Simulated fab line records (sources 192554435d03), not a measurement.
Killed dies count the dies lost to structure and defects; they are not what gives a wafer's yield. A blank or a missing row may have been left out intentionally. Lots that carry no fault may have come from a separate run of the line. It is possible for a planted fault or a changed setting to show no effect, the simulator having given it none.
Split-lot study ; flow n5_finfet ; on a route of 1938 steps: 7 lots, 21 wafers read

== ON THE SPLIT ==
At N5_BEOL_M7_PECVD_70 (deposits SiO2 from TEOS/O2, target thk 20 nm, time 22.7 s), the setting time_s was moved away from the recipe's 22.7 s on 7 of the 21 wafers read, by -12.6% to +14.3%. The other wafers ran this setting at the recipe's value.

The split's own step is where the reading is taken.

== THE READING ==
SiO2_of_BEOL_M7_PECVD_70.thk_nm (the simulator's own value, which no gauge read), in nm, at N5_BEOL_M7_PECVD_70 (deposits SiO2 from TEOS/O2, target thk 20 nm, time 22.7 s). The file gives no usual value for it. Average 20.0 nm, standard deviation 0.27 nm, over the 14 wafers here run with the recipe.

wafer;tool, chamber at the split;time_s as run, s;against the recipe;SiO2_of_BEOL_M7_PECVD_70.thk_nm, nm;against lot-mates on the recipe
L077.1;pecvd-01, 1;22.7;recipe;19.6;-
L077.4;pecvd-01, 0;20.03;-11.8%;18.2;-1.4
L077.5;pecvd-01, 0;20.03;-11.8%;18;-1.6
L081.2;pecvd-02, 1;25.94;+14.3%;22.4;+2.4
L081.4;pecvd-02, 0;22.7;recipe;20.2;-
L081.6;pecvd-02, 2;22.7;recipe;19.8;-
L083.2;pecvd-02, 0;22.7;recipe;20;-
L083.5;pecvd-02, 0;22.7;recipe;19.8;-
L083.6;pecvd-02, 2;22.7;recipe;20.4;-
L084.2;pecvd-01, 0;20.68;-8.9%;18.2;-1.5
L084.3;pecvd-01, 1;22.7;recipe;19.6;-
L084.4;pecvd-01, 1;22.7;recipe;19.8;-
L086.3;pecvd-01, 1;24.04;+5.9%;20.4;+0.0
L086.4;pecvd-01, 1;24.04;+5.9%;20.8;+0.4
L086.5;pecvd-01, 0;22.7;recipe;20.4;-
L089.1;pecvd-01, 1;22.7;recipe;20;-
L089.5;pecvd-01, 1;22.7;recipe;20.2;-
L089.6;pecvd-01, 2;22.7;recipe;20.4;-
L097.1;pecvd-03, 2;22.7;recipe;20.2;-
L097.3;pecvd-03, 1;22.7;recipe;20;-
L097.6;pecvd-03, 1;19.83;-12.6%;17.8;-2.3

FIT RESULTS
A straight line over all 21 wafers: SiO2_of_BEOL_M7_PECVD_70.thk_nm changes by +0.164 nm for each +1% of time_s; r = +0.97; the points scatter about the line by 0.28 nm.
The same after taking each lot's own level away (the mean of its wafers on the recipe; 21 wafers): +0.143 nm for each +1%; r = +0.95; scatter 0.3 nm.
The reading moves by 2 nm for the largest change in time_s, on that fit.
The lots' own levels span 19.60 to 20.40 nm, that is 3.0 times the standard deviation above.
Thus the slope moves with the lot-to-lot level: the two fits are different.
Check: +1.77 nm against its lot-mates is what the line predicts for one of the wafers moved furthest among these (+14.3%) when that wafer is left out of the fit. It came out at +2.4 nm against them.

== OTHER SPLITS ON THESE WAFERS ==
These wafers also went through other splits before the reading. Each is held against what the fit with the lots' levels taken away leaves over:
other split on the same wafers;wafers away from the commonest value;r with SiO2_of_BEOL_M7_PECVD_70.thk_nm (lot level and that fit taken away)
N5_BEOL_M5_TRENCH_ETCH_37 time_s;9;+0.42
N5_BEOL_M6_ETCH_62 time_s;4;+0.07
N5_BEOL_M6_COAT_22 spin_rpm;6;-0.39

== FILE'S OWN FIT ==
SiO2_of_BEOL_M7_PECVD_70.thk_nm changes by +0.155 nm for each +1% of time_s, r = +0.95.
